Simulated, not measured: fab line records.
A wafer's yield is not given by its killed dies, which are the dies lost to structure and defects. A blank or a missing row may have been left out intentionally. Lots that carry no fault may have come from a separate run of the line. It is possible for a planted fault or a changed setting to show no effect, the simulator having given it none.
fab line records :: flow n5Finfet
record
  lots=11
  wafers=31
  lastDay=18
route steps=1938 shown BEOL_M15@1823 MIM_BOT@1833 MIM_TOP_LITHO@1843 PASSIVATION@1936
lots with no fault: from the same line, run without faults
startH: start of the lot's first displayed wafer, in hours after the record's first day :: waitH: hours since the lot's step before :: " the same as in the row above :: L1.1+2: a row that stands for several wafers :: - no value present, or no start provided :: * or withheld: withheld :: < > ~ a bound
route shown NAME@n: names a module that has steps shown in the file, with the first one's number in the route :: usual: mean and standard deviation over wafers with no fault :: same: alike in all rows :: chamber/n: place in a boat :: sites: per-site readings :: _std_site: their standard deviation :: _edge_site: outer sites' mean less inner sites' :: radiusMm: how far each site lies from the wafer's centre :: mask NAME#n: copy n :: behind: the tool/chamber that last shaped the wafer :: hold: cause of the lot's hold/its duration in hours/its outcome :: device: transistor that didn't switch, given as n, p or np :: end of line: the tests these same wafers got at the end of their route :: where a step has no rows: the recipe by itself :: killed: count of dies lost to structure and defects at first sort (not the wafer's yield) :: map: a wafer's dies, x killed, . not, _ none there
set.NAME: the setting as run; set.NAME@STEP: as run at that earlier step :: model.NAME: the simulator's own value behind a step, which no gauge read
a sample of lots followed through the steps of the route, with each step as a table and each wafer as a row
services: a tool's chamber out of use, with start hour (startH, from the record's first day; less than 0 if before it), hours out, and reason
## steps
# step N5_BEOL_M15_ANNEAL_48
# recipe
  tempC=225
  timeS=90
  ambient=N2
# usual
  annealTempCMax=226.18/0.24
  wafer_temp_C_max=225.8/0.3
lot.wafer: L997.2
tool: rtpAnneal-02
chamber: 0
startH: 270.67
waitH: 0.2
annealTempCMax: 226.10
wafer_temp_C_max: 226.4

lot.wafer: L997.3
tool: rtpAnneal-02
chamber: 0
startH: 270.67
waitH: 0.2
annealTempCMax: 225.77
wafer_temp_C_max: 226.3

lot.wafer: L997.6
tool: rtpAnneal-02
chamber: 0
startH: 270.67
waitH: 0.2
annealTempCMax: 225.94
wafer_temp_C_max: 226.2

lot.wafer: L100.3
tool: rtpAnneal-02
chamber: 0
startH: 287.60
waitH: 0.2
annealTempCMax: 226.71
wafer_temp_C_max: 226.0

lot.wafer: L100.5
tool: rtpAnneal-02
chamber: 0
startH: 287.60
waitH: 0.2
annealTempCMax: 226.28
wafer_temp_C_max: 226.2

lot.wafer: L100.6
tool: rtpAnneal-02
chamber: 0
startH: 287.60
waitH: 0.2
annealTempCMax: 226.11
wafer_temp_C_max: 226.0

lot.wafer: L101.2
tool: rtpAnneal-02
chamber: 0
startH: 291.72
waitH: 0.2
annealTempCMax: 226.30
wafer_temp_C_max: 226.4

lot.wafer: L101.4
tool: rtpAnneal-02
chamber: 0
startH: 291.72
waitH: 0.2
annealTempCMax: 226.03
wafer_temp_C_max: 226.0

lot.wafer: L102.2
tool: rtpAnneal-02
chamber: 0
startH: 310.98
waitH: 0.4
annealTempCMax: 226.10
wafer_temp_C_max: 226.4

lot.wafer: L102.6
tool: rtpAnneal-02
chamber: 0
startH: 310.98
waitH: 0.4
annealTempCMax: 225.93
wafer_temp_C_max: 226.0

lot.wafer: L111.2
tool: rtpAnneal-01
chamber: 0
startH: 362.31
waitH: 0.2
annealTempCMax: 226.20
wafer_temp_C_max: 225.7

lot.wafer: L111.5
tool: rtpAnneal-01
chamber: 0
startH: 362.31
waitH: 0.2
annealTempCMax: 226.08
wafer_temp_C_max: 225.8

lot.wafer: L111.6
tool: rtpAnneal-01
chamber: 0
startH: 362.31
waitH: 0.2
annealTempCMax: 226.41
wafer_temp_C_max: 225.9

lot.wafer: L110.1
tool: rtpAnneal-01
chamber: 0
startH: 363.81
waitH: 0.6
annealTempCMax: 226.01
wafer_temp_C_max: 225.3

lot.wafer: L110.4
tool: rtpAnneal-01
chamber: 0
startH: 363.81
waitH: 0.6
annealTempCMax: 226.44
wafer_temp_C_max: 225.5

lot.wafer: L110.5
tool: rtpAnneal-01
chamber: 0
startH: 363.81
waitH: 0.6
annealTempCMax: 226.32
wafer_temp_C_max: 225.3

lot.wafer: L113.1
tool: rtpAnneal-02
chamber: 0
startH: 368.89
waitH: 0.9
annealTempCMax: 225.91
wafer_temp_C_max: 225.9

lot.wafer: L113.2
tool: rtpAnneal-02
chamber: 0
startH: 368.89
waitH: 0.9
annealTempCMax: 226.07
wafer_temp_C_max: 226.0

lot.wafer: L113.6
tool: rtpAnneal-02
chamber: 0
startH: 368.89
waitH: 0.9
annealTempCMax: 225.87
wafer_temp_C_max: 225.8

lot.wafer: L117.1
tool: rtpAnneal-02
chamber: 0
startH: 380.11
waitH: 0.2
annealTempCMax: 225.92
wafer_temp_C_max: 225.8

lot.wafer: L117.5
tool: rtpAnneal-02
chamber: 0
startH: 380.11
waitH: 0.2
annealTempCMax: 225.87
wafer_temp_C_max: 226.2

lot.wafer: L117.6
tool: rtpAnneal-02
chamber: 0
startH: 380.11
waitH: 0.2
annealTempCMax: 226.54
wafer_temp_C_max: 226.0

lot.wafer: L119.2
tool: rtpAnneal-01
chamber: 0
startH: 394.06
waitH: 0.2
annealTempCMax: 226.12
wafer_temp_C_max: 225.6

lot.wafer: L119.3
tool: rtpAnneal-01
chamber: 0
startH: 394.06
waitH: 0.2
annealTempCMax: 226.48
wafer_temp_C_max: 225.7

lot.wafer: L119.5
tool: rtpAnneal-01
chamber: 0
startH: 394.06
waitH: 0.2
annealTempCMax: 226.45
wafer_temp_C_max: 225.9

lot.wafer: L118.1
tool: rtpAnneal-01
chamber: 0
startH: 397.93
waitH: 0.2
annealTempCMax: 226.32
wafer_temp_C_max: 225.5

lot.wafer: L118.2
tool: rtpAnneal-01
chamber: 0
startH: 397.93
waitH: 0.2
annealTempCMax: 225.85
wafer_temp_C_max: 225.9

lot.wafer: L118.4
tool: rtpAnneal-01
chamber: 0
startH: 397.93
waitH: 0.2
annealTempCMax: 226.16
wafer_temp_C_max: 225.6

lot.wafer: L120.1
tool: rtpAnneal-01
chamber: 0
startH: 415.59
waitH: 0.2
annealTempCMax: 226.40
wafer_temp_C_max: 225.5

lot.wafer: L120.3
tool: rtpAnneal-01
chamber: 0
startH: 415.59
waitH: 0.2
annealTempCMax: 226.23
wafer_temp_C_max: 225.4

lot.wafer: L120.5
tool: rtpAnneal-01
chamber: 0
startH: 415.59
waitH: 0.2
annealTempCMax: 226.25
wafer_temp_C_max: 225.6
# step N5_BEOL_M15_RS_MEAS_54
# recipe
  thkMeasGauge=four-point-probe
  reads=Cu_of_BEOL_M15_ECD_47+Ta_of_BEOL_M15_SPUTTER_44+TaN_of_BEOL_M15_SPUTTER_43
# usual
  M15_RS=0.0216/0.00047
lot.wafer: L997.2
tool: filmMetro-02
chamber: -
startH: 271.34
waitH: 0.1
M15_RS[ohm/sq]: 0.0216

lot.wafer: L997.3
tool: filmMetro-02
chamber: -
startH: 271.34
waitH: 0.1
M15_RS[ohm/sq]: 0.0222

lot.wafer: L997.6
tool: filmMetro-02
chamber: -
startH: 271.34
waitH: 0.1
M15_RS[ohm/sq]: 0.0221

lot.wafer: L100.3
tool: filmMetro-01
chamber: -
startH: 288.23
waitH: 0.1
M15_RS[ohm/sq]: 0.0212

lot.wafer: L100.5
tool: filmMetro-01
chamber: -
startH: 288.23
waitH: 0.1
M15_RS[ohm/sq]: 0.0220

lot.wafer: L100.6
tool: filmMetro-01
chamber: -
startH: 288.23
waitH: 0.1
M15_RS[ohm/sq]: 0.0216

lot.wafer: L101.2
tool: filmMetro-02
chamber: -
startH: 292.41
waitH: 0.1
M15_RS[ohm/sq]: 0.0211

lot.wafer: L101.4
tool: filmMetro-02
chamber: -
startH: 292.41
waitH: 0.1
M15_RS[ohm/sq]: 0.0214

lot.wafer: L102.2
tool: filmMetro-02
chamber: -
startH: 311.67
waitH: 0.1
M15_RS[ohm/sq]: 0.0214

lot.wafer: L102.6
tool: filmMetro-02
chamber: -
startH: 311.67
waitH: 0.1
M15_RS[ohm/sq]: 0.0218

lot.wafer: L111.2
tool: filmMetro-02
chamber: -
startH: 362.98
waitH: 0.1
M15_RS[ohm/sq]: 0.0216

lot.wafer: L111.5
tool: filmMetro-02
chamber: -
startH: 362.98
waitH: 0.1
M15_RS[ohm/sq]: 0.0211

lot.wafer: L111.6
tool: filmMetro-02
chamber: -
startH: 362.98
waitH: 0.1
M15_RS[ohm/sq]: 0.0215

lot.wafer: L110.1
tool: filmMetro-02
chamber: -
startH: 364.53
waitH: 0.0
M15_RS[ohm/sq]: 0.0206

lot.wafer: L110.4
tool: filmMetro-02
chamber: -
startH: 364.53
waitH: 0.0
M15_RS[ohm/sq]: 0.0219

lot.wafer: L110.5
tool: filmMetro-02
chamber: -
startH: 364.53
waitH: 0.0
M15_RS[ohm/sq]: 0.0218

lot.wafer: L113.1
tool: filmMetro-02
chamber: -
startH: 369.61
waitH: 0.0
M15_RS[ohm/sq]: 0.0222

lot.wafer: L113.2
tool: filmMetro-02
chamber: -
startH: 369.61
waitH: 0.0
M15_RS[ohm/sq]: 0.0207

lot.wafer: L113.6
tool: filmMetro-02
chamber: -
startH: 369.61
waitH: 0.0
M15_RS[ohm/sq]: 0.0208

lot.wafer: L117.1
tool: filmMetro-02
chamber: -
startH: 380.86
waitH: 0.1
M15_RS[ohm/sq]: 0.0217

lot.wafer: L117.5
tool: filmMetro-02
chamber: -
startH: 380.86
waitH: 0.1
M15_RS[ohm/sq]: 0.0209

lot.wafer: L117.6
tool: filmMetro-02
chamber: -
startH: 380.86
waitH: 0.1
M15_RS[ohm/sq]: 0.0218

lot.wafer: L119.2
tool: filmMetro-01
chamber: -
startH: 394.75
waitH: 0.1
M15_RS[ohm/sq]: 0.0212

lot.wafer: L119.3
tool: filmMetro-01
chamber: -
startH: 394.75
waitH: 0.1
M15_RS[ohm/sq]: 0.0218

lot.wafer: L119.5
tool: filmMetro-01
chamber: -
startH: 394.75
waitH: 0.1
M15_RS[ohm/sq]: 0.0217

lot.wafer: L118.1
tool: filmMetro-01
chamber: -
startH: 398.65
waitH: 0.0
M15_RS[ohm/sq]: 0.0219

lot.wafer: L118.2
tool: filmMetro-01
chamber: -
startH: 398.65
waitH: 0.0
M15_RS[ohm/sq]: 0.0203

lot.wafer: L118.4
tool: filmMetro-01
chamber: -
startH: 398.65
waitH: 0.0
M15_RS[ohm/sq]: 0.0218

lot.wafer: L120.1
tool: filmMetro-02
chamber: -
startH: 416.31
waitH: 0.0
M15_RS[ohm/sq]: 0.0222

lot.wafer: L120.3
tool: filmMetro-02
chamber: -
startH: 416.31
waitH: 0.0
M15_RS[ohm/sq]: 0.0218

lot.wafer: L120.5
tool: filmMetro-02
chamber: -
startH: 416.31
waitH: 0.0
M15_RS[ohm/sq]: 0.0214
# step N5_MIM_BOT_SPUTTER_00
# recipe
  material=TiN
  targetThkA=350
  tempC=200
  powerW=3000
  chamberPressurePa=0.49996
  gas=Ar
  reactivePartialPa=0.37997
  timeS=89.7
# usual
  throttleValvePct=29.9/1.2
lot.wafer: L997.2
tool: pvdSputter-01
chamber: -
startH: 274.10
waitH: 0.0
throttleValvePct: 30.5

lot.wafer: L997.3
tool: pvdSputter-01
chamber: -
startH: 274.10
waitH: 0.0
throttleValvePct: 29.8

lot.wafer: L997.6
tool: pvdSputter-01
chamber: -
startH: 274.10
waitH: 0.0
throttleValvePct: 30.4

lot.wafer: L100.3
tool: pvdSputter-02
chamber: -
startH: 290.35
waitH: 0.0
throttleValvePct: 31.3

lot.wafer: L100.5
tool: pvdSputter-02
chamber: -
startH: 290.35
waitH: 0.0
throttleValvePct: 31.1

lot.wafer: L100.6
tool: pvdSputter-02
chamber: -
startH: 290.35
waitH: 0.0
throttleValvePct: 30.9

lot.wafer: L101.2
tool: pvdSputter-02
chamber: -
startH: 294.13
waitH: 0.0
throttleValvePct: 28.3

lot.wafer: L101.4
tool: pvdSputter-02
chamber: -
startH: 294.13
waitH: 0.0
throttleValvePct: 31.4

lot.wafer: L102.2
tool: pvdSputter-03
chamber: -
startH: 313.27
waitH: 0.0
throttleValvePct: 31.0

lot.wafer: L102.6
tool: pvdSputter-03
chamber: -
startH: 313.27
waitH: 0.0
throttleValvePct: 28.3

lot.wafer: L111.2
tool: pvdSputter-01
chamber: -
startH: 366.01
waitH: 0.0
throttleValvePct: 31.4

lot.wafer: L111.5
tool: pvdSputter-01
chamber: -
startH: 366.01
waitH: 0.0
throttleValvePct: 30.1

lot.wafer: L111.6
tool: pvdSputter-01
chamber: -
startH: 366.01
waitH: 0.0
throttleValvePct: 27.8

lot.wafer: L110.1
tool: pvdSputter-01
chamber: -
startH: 366.77
waitH: 0.0
throttleValvePct: 30.5

lot.wafer: L110.4
tool: pvdSputter-01
chamber: -
startH: 366.77
waitH: 0.0
throttleValvePct: 29.8

lot.wafer: L110.5
tool: pvdSputter-01
chamber: -
startH: 366.77
waitH: 0.0
throttleValvePct: 30.6

lot.wafer: L113.1
tool: pvdSputter-03
chamber: -
startH: 371.25
waitH: 0.0
throttleValvePct: 30.8

lot.wafer: L113.2
tool: pvdSputter-03
chamber: -
startH: 371.25
waitH: 0.0
throttleValvePct: 30.9

lot.wafer: L113.6
tool: pvdSputter-03
chamber: -
startH: 371.25
waitH: 0.0
throttleValvePct: 31.0

lot.wafer: L117.1
tool: pvdSputter-01
chamber: -
startH: 383.31
waitH: 0.0
throttleValvePct: 29.8

lot.wafer: L117.5
tool: pvdSputter-01
chamber: -
startH: 383.31
waitH: 0.0
throttleValvePct: 31.7

lot.wafer: L117.6
tool: pvdSputter-01
chamber: -
startH: 383.31
waitH: 0.0
throttleValvePct: 27.9

lot.wafer: L119.2
tool: pvdSputter-02
chamber: -
startH: 397.12
waitH: 0.0
throttleValvePct: 31.2

lot.wafer: L119.3
tool: pvdSputter-02
chamber: -
startH: 397.12
waitH: 0.0
throttleValvePct: 29.6

lot.wafer: L119.5
tool: pvdSputter-02
chamber: -
startH: 397.12
waitH: 0.0
throttleValvePct: 29.8

lot.wafer: L118.1
tool: pvdSputter-03
chamber: -
startH: 400.71
waitH: 0.0
throttleValvePct: 29.0

lot.wafer: L118.2
tool: pvdSputter-03
chamber: -
startH: 400.71
waitH: 0.0
throttleValvePct: 28.1

lot.wafer: L118.4
tool: pvdSputter-03
chamber: -
startH: 400.71
waitH: 0.0
throttleValvePct: 30.9

lot.wafer: L120.1
tool: pvdSputter-03
chamber: -
startH: 418.17
waitH: 0.0
throttleValvePct: 28.9

lot.wafer: L120.3
tool: pvdSputter-03
chamber: -
startH: 418.17
waitH: 0.0
throttleValvePct: 30.5

lot.wafer: L120.5
tool: pvdSputter-03
chamber: -
startH: 418.17
waitH: 0.0
throttleValvePct: 30.6
# step N5_MIM_TOP_LITHO_EXPOSE_05
# recipe
  maskId=MIM_TOP
  na=0.55
  sourceShape=conventional
  sigmaOuter=0.8
  polarization=unpolarized
  targetCdNm=2000
  doseMj=20.5
# usual
  stageVelMmS=499.97/0.21
lot.wafer: L997.2
tool: krfScanner-02
chamber: 0
startH: 275.26
waitH: -
mask: MIM_TOP#0
stageVelMmS: 499.86

lot.wafer: L997.3
tool: krfScanner-02
chamber: 0
startH: 275.26
waitH: -
mask: MIM_TOP#0
stageVelMmS: 499.97

lot.wafer: L997.6
tool: krfScanner-02
chamber: 0
startH: 275.26
waitH: -
mask: MIM_TOP#0
stageVelMmS: 500.23

lot.wafer: L100.3
tool: krfScanner-02
chamber: 0
startH: 291.83
waitH: -
mask: MIM_TOP#0
stageVelMmS: 499.87

lot.wafer: L100.5
tool: krfScanner-02
chamber: 0
startH: 291.83
waitH: -
mask: MIM_TOP#0
stageVelMmS: 500.19

lot.wafer: L100.6
tool: krfScanner-02
chamber: 0
startH: 291.83
waitH: -
mask: MIM_TOP#0
stageVelMmS: 499.85

lot.wafer: L101.2
tool: krfScanner-02
chamber: 0
startH: 295.07
waitH: -
mask: MIM_TOP#0
stageVelMmS: 499.84

lot.wafer: L101.4
tool: krfScanner-02
chamber: 0
startH: 295.07
waitH: -
mask: MIM_TOP#0
stageVelMmS: 500.06

lot.wafer: L102.2
tool: krfScanner-02
chamber: 0
startH: 315.36
waitH: -
mask: MIM_TOP#0
stageVelMmS: 500.42

lot.wafer: L102.6
tool: krfScanner-02
chamber: 0
startH: 315.36
waitH: -
mask: MIM_TOP#0
stageVelMmS: 500.27

lot.wafer: L111.2
tool: krfScanner-02
chamber: 0
startH: 367.59
waitH: -
mask: MIM_TOP#0
stageVelMmS: 500.17

lot.wafer: L111.5
tool: krfScanner-02
chamber: 0
startH: 367.59
waitH: -
mask: MIM_TOP#0
stageVelMmS: 499.69

lot.wafer: L111.6
tool: krfScanner-02
chamber: 0
startH: 367.59
waitH: -
mask: MIM_TOP#0
stageVelMmS: 500.04

lot.wafer: L110.1
tool: krfScanner-02
chamber: 0
startH: 367.97
waitH: -
mask: MIM_TOP#0
stageVelMmS: 499.92

lot.wafer: L110.4
tool: krfScanner-02
chamber: 0
startH: 367.97
waitH: -
mask: MIM_TOP#0
stageVelMmS: 500.04

lot.wafer: L110.5
tool: krfScanner-02
chamber: 0
startH: 367.97
waitH: -
mask: MIM_TOP#0
stageVelMmS: 500.16

lot.wafer: L113.1
tool: krfScanner-01
chamber: 0
startH: 372.56
waitH: -
mask: MIM_TOP#0
stageVelMmS: 500.20

lot.wafer: L113.2
tool: krfScanner-01
chamber: 0
startH: 372.56
waitH: -
mask: MIM_TOP#0
stageVelMmS: 499.93

lot.wafer: L113.6
tool: krfScanner-01
chamber: 0
startH: 372.56
waitH: -
mask: MIM_TOP#0
stageVelMmS: 500.04

lot.wafer: L117.1
tool: krfScanner-02
chamber: 0
startH: 386.98
waitH: -
mask: MIM_TOP#0
stageVelMmS: 499.98

lot.wafer: L117.5
tool: krfScanner-02
chamber: 0
startH: 386.98
waitH: -
mask: MIM_TOP#0
stageVelMmS: 500.01

lot.wafer: L117.6
tool: krfScanner-02
chamber: 0
startH: 386.98
waitH: -
mask: MIM_TOP#0
stageVelMmS: 500.03

lot.wafer: L119.2
tool: krfScanner-01
chamber: 0
startH: 398.15
waitH: -
mask: MIM_TOP#0
stageVelMmS: 499.77

lot.wafer: L119.3
tool: krfScanner-01
chamber: 0
startH: 398.15
waitH: -
mask: MIM_TOP#0
stageVelMmS: 500.01

lot.wafer: L119.5
tool: krfScanner-01
chamber: 0
startH: 398.15
waitH: -
mask: MIM_TOP#0
stageVelMmS: 499.92

lot.wafer: L118.1
tool: krfScanner-01
chamber: 0
startH: 401.55
waitH: -
mask: MIM_TOP#0
stageVelMmS: 499.92

lot.wafer: L118.2
tool: krfScanner-01
chamber: 0
startH: 401.55
waitH: -
mask: MIM_TOP#0
stageVelMmS: 500.11

lot.wafer: L118.4
tool: krfScanner-01
chamber: 0
startH: 401.55
waitH: -
mask: MIM_TOP#0
stageVelMmS: 499.84

lot.wafer: L120.1
tool: krfScanner-02
chamber: 0
startH: 419.16
waitH: -
mask: MIM_TOP#0
stageVelMmS: 499.86

lot.wafer: L120.3
tool: krfScanner-02
chamber: 0
startH: 419.16
waitH: -
mask: MIM_TOP#0
stageVelMmS: 499.67

lot.wafer: L120.5
tool: krfScanner-02
chamber: 0
startH: 419.16
waitH: -
mask: MIM_TOP#0
stageVelMmS: 499.86
# step N5_MIM_TOP_LITHO_CD_MEAS_08
# recipe
  targetCdNm=2000
  landingEnergyEv=500
  detector=seInlens
# usual
  cdNm=1999.8/1.8
# same
  landingEnergyEv=500
lot.wafer: L997.2
tool: cdSem-01
chamber: 0
startH: 275.43
waitH: -
cdNm: 1999.1

lot.wafer: L997.3
tool: cdSem-01
chamber: 0
startH: 275.43
waitH: -
cdNm: 1999.3

lot.wafer: L997.6
tool: cdSem-01
chamber: 0
startH: 275.43
waitH: -
cdNm: 2002.5

lot.wafer: L100.3
tool: cdSem-02
chamber: 0
startH: 292.00
waitH: -
cdNm: 1993.3

lot.wafer: L100.5
tool: cdSem-02
chamber: 0
startH: 292.00
waitH: -
cdNm: 1999.6

lot.wafer: L100.6
tool: cdSem-02
chamber: 0
startH: 292.00
waitH: -
cdNm: 2000.7

lot.wafer: L101.2
tool: cdSem-01
chamber: 0
startH: 295.24
waitH: -
cdNm: 1992.3

lot.wafer: L101.4
tool: cdSem-01
chamber: 0
startH: 295.24
waitH: -
cdNm: 1999.6

lot.wafer: L102.2
tool: cdSem-01
chamber: 0
startH: 315.53
waitH: -
cdNm: 1993.9

lot.wafer: L102.6
tool: cdSem-01
chamber: 0
startH: 315.53
waitH: -
cdNm: 1999.3

lot.wafer: L111.2
tool: cdSem-01
chamber: 0
startH: 367.76
waitH: -
cdNm: 2001.4

lot.wafer: L111.5
tool: cdSem-01
chamber: 0
startH: 367.76
waitH: -
cdNm: 2000.7

lot.wafer: L111.6
tool: cdSem-01
chamber: 0
startH: 367.76
waitH: -
cdNm: 1998.7

lot.wafer: L110.1
tool: cdSem-01
chamber: 0
startH: 368.14
waitH: -
cdNm: 2003.1

lot.wafer: L110.4
tool: cdSem-01
chamber: 0
startH: 368.14
waitH: -
cdNm: 1999.9

lot.wafer: L110.5
tool: cdSem-01
chamber: 0
startH: 368.14
waitH: -
cdNm: 2002.0

lot.wafer: L113.1
tool: cdSem-01
chamber: 0
startH: 372.74
waitH: -
cdNm: 2003.5

lot.wafer: L113.2
tool: cdSem-01
chamber: 0
startH: 372.74
waitH: -
cdNm: 1999.5

lot.wafer: L113.6
tool: cdSem-01
chamber: 0
startH: 372.74
waitH: -
cdNm: 2000.0

lot.wafer: L117.1
tool: cdSem-01
chamber: 0
startH: 387.16
waitH: -
cdNm: 1998.8

lot.wafer: L117.5
tool: cdSem-01
chamber: 0
startH: 387.16
waitH: -
cdNm: 1999.0

lot.wafer: L117.6
tool: cdSem-01
chamber: 0
startH: 387.16
waitH: -
cdNm: 1997.0

lot.wafer: L119.2
tool: cdSem-02
chamber: 0
startH: 398.32
waitH: -
cdNm: 1997.5

lot.wafer: L119.3
tool: cdSem-02
chamber: 0
startH: 398.32
waitH: -
cdNm: 2000.7

lot.wafer: L119.5
tool: cdSem-02
chamber: 0
startH: 398.32
waitH: -
cdNm: 2001.6

lot.wafer: L118.1
tool: cdSem-02
chamber: 0
startH: 401.72
waitH: -
cdNm: 1997.0

lot.wafer: L118.2
tool: cdSem-02
chamber: 0
startH: 401.72
waitH: -
cdNm: 1997.2

lot.wafer: L118.4
tool: cdSem-02
chamber: 0
startH: 401.72
waitH: -
cdNm: 1999.8

lot.wafer: L120.1
tool: cdSem-02
chamber: 0
startH: 419.34
waitH: -
cdNm: 2000.2

lot.wafer: L120.3
tool: cdSem-02
chamber: 0
startH: 419.34
waitH: -
cdNm: 2000.6

lot.wafer: L120.5
tool: cdSem-02
chamber: 0
startH: 419.34
waitH: -
cdNm: 2001.0
# step N5_PASSIVATION_PROBE_49
# usual
  defectLimitedYield=91.3/1.3
  killed_at_M0_to_M3=35/9.3
  killed_at_M4_up=14/5.2
  killedAtContacts=12/5.9
  killedAtFrontEnd=38/11
  killedAtOther=4/3.7
  killedDies=103/15
  killedOnRim=14/4
  killedOpen=67/12
  killedShort=34/8
  sort_bin_5_function=5.1/0.88
  sort_bin_6_memory=3.3/0.65
  sort_bin_8_speed=0.00/0.03
  sortNPass=1077/15
  sortYieldPct=91.3/1.3
# same
  grossDies=1180
  killedAtBackSide=0
  sort_bin_4_leakage[%]=0
lot.wafer: L110.1
tool: prober-01
chamber: -
startH: 380.60
waitH: 0.0
defectLimitedYield[%]: 91.0
killed_at_M0_to_M3: 31
killed_at_M4_up: 15
killedAtContacts: 4
killedAtFrontEnd: 52
killedAtOther: 4
killedDies: 106
killedOnRim: 13
killedOpen: 76
killedShort: 29
sort_bin_5_function[%]: 5.5
sort_bin_6_memory[%]: 3.2
sort_bin_8_speed[%]: 0
sortNPass: 1074
sortYieldPct[%]: 91.0

lot.wafer: L110.4
tool: prober-01
chamber: -
startH: 380.75
waitH: 0.2
defectLimitedYield[%]: 92.4
killed_at_M0_to_M3: 21
killed_at_M4_up: 23
killedAtContacts: 9
killedAtFrontEnd: 37
killedAtOther: 0
killedDies: 90
killedOnRim: 14
killedOpen: 67
killedShort: 23
sort_bin_5_function[%]: 4.0
sort_bin_6_memory[%]: 3.6
sort_bin_8_speed[%]: 0
sortNPass: 1090
sortYieldPct[%]: 92.4

lot.wafer: L110.5
tool: prober-01
chamber: -
startH: 380.80
waitH: 0.2
defectLimitedYield[%]: 90.4
killed_at_M0_to_M3: 50
killed_at_M4_up: 12
killedAtContacts: 7
killedAtFrontEnd: 42
killedAtOther: 2
killedDies: 113
killedOnRim: 17
killedOpen: 62
killedShort: 51
sort_bin_5_function[%]: 5.3
sort_bin_6_memory[%]: 3.7
sort_bin_8_speed[%]: 0
sortNPass: 1067
sortYieldPct[%]: 90.4
# killed by level:class
L110.1 STI_FIN_REVEAL:geometricParticle:open=14 FIN_SAQP:geometricParticle:open=11 FIN_SAQP:geometricParticle:short=9 BEOL_M3:geometricParticle:open=8 BEOL_M1:geometricParticle:open=8 GATE_CUT:geometricParticle:open=6 BEOL_M0_SAQP:geometricParticle:open=5 BEOL_M0_SAQP:geometricParticle:short=4
L110.4 BEOL_M4:geometricParticle:open=11 STI_FIN_REVEAL:geometricParticle:open=7 MOL_CONTACT_COAG:geometricParticle:open=7 BEOL_M0_SAQP:geometricParticle:open=7 BEOL_M2:geometricParticle:open=6 FIN_SAQP:geometricParticle:open=5 GATE_CUT:geometricParticle:open=5 GATE_CUT:geometricParticle:short=4
L110.5 BEOL_M0_SAQP:geometricParticle:short=18 BEOL_M2:geometricParticle:open=12 BEOL_M0_SAQP:geometricParticle:open=10 FIN_SAQP:geometricParticle:short=8 FIN_SAQP:geometricParticle:open=8 GATE_CUT:geometricParticle:short=6 MOL_CONTACT_COAG:geometricParticle:open=6 BEOL_M3:geometricParticle:open=5
## services
tool: krfScanner-02
chamber: -
startH: 247.31
hours: 0.8
kind: pm

tool: krfScanner-01
chamber: -
startH: 250.84
hours: 1.0
kind: pm

tool: pvdSputter-03
chamber: -
startH: 254.06
hours: 7.5
kind: repair

tool: krfScanner-01
chamber: -
startH: 273.01
hours: 4.0
kind: pm

tool: krfScanner-01
chamber: -
startH: 279.73
hours: 1.3
kind: pm

tool: krfScanner-01
chamber: 0
startH: 294.18
hours: -
kind: calibration

tool: krfScanner-02
chamber: -
startH: 311.07
hours: 4.0
kind: pm

tool: krfScanner-01
chamber: -
startH: 314.06
hours: 2.6
kind: repair

tool: rtpAnneal-01
chamber: -
startH: 337.16
hours: 3.7
kind: pm

tool: krfScanner-01
chamber: -
startH: 338.39
hours: 4.4
kind: pm

tool: pvdSputter-01
chamber: -
startH: 351.60
hours: 5.5
kind: repair

tool: krfScanner-02
chamber: -
startH: 359.60
hours: 1.0
kind: pm

tool: krfScanner-02
chamber: -
startH: 368.55
hours: 1.3
kind: pm

tool: krfScanner-02
chamber: -
startH: 369.85
hours: 3.6
kind: pm

tool: krfScanner-02
chamber: -
startH: 379.76
hours: 4.4
kind: pm

tool: krfScanner-01
chamber: -
startH: 389.21
hours: 0.8
kind: pm

tool: krfScanner-02
chamber: 0
startH: 394.79
hours: -
kind: calibration

tool: krfScanner-02
chamber: -
startH: 416.11
hours: 0.8
kind: pm
## key
firstSign
  step=N5_MIM_TOP_LITHO_CD_MEAS_08
  reading=cdNm
  direction=down
  sigmas=3.6
  usual=1999.8
  struck=1993.2
effect none on later readings
metAt N5_MIM_TOP_LITHO_EXPOSE_05
struckLots L100,L101,L102
struckWafers L100.3,L101.2,L102.2
notActingAt N5_BEOL_M15_ANNEAL_48,N5_BEOL_M15_RS_MEAS_54,N5_MIM_BOT_SPUTTER_00
onsetBetween 275.26 291.83
fault
  kind=processParameterDrift
  tool=krfScanner-02
  chamber=-
  onsetH=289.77
  steps=N5_MIM_TOP_LITHO_EXPOSE_05
  channel=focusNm
  offset=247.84
  shape=step
  endH=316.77
  scope=struckWafersOnly
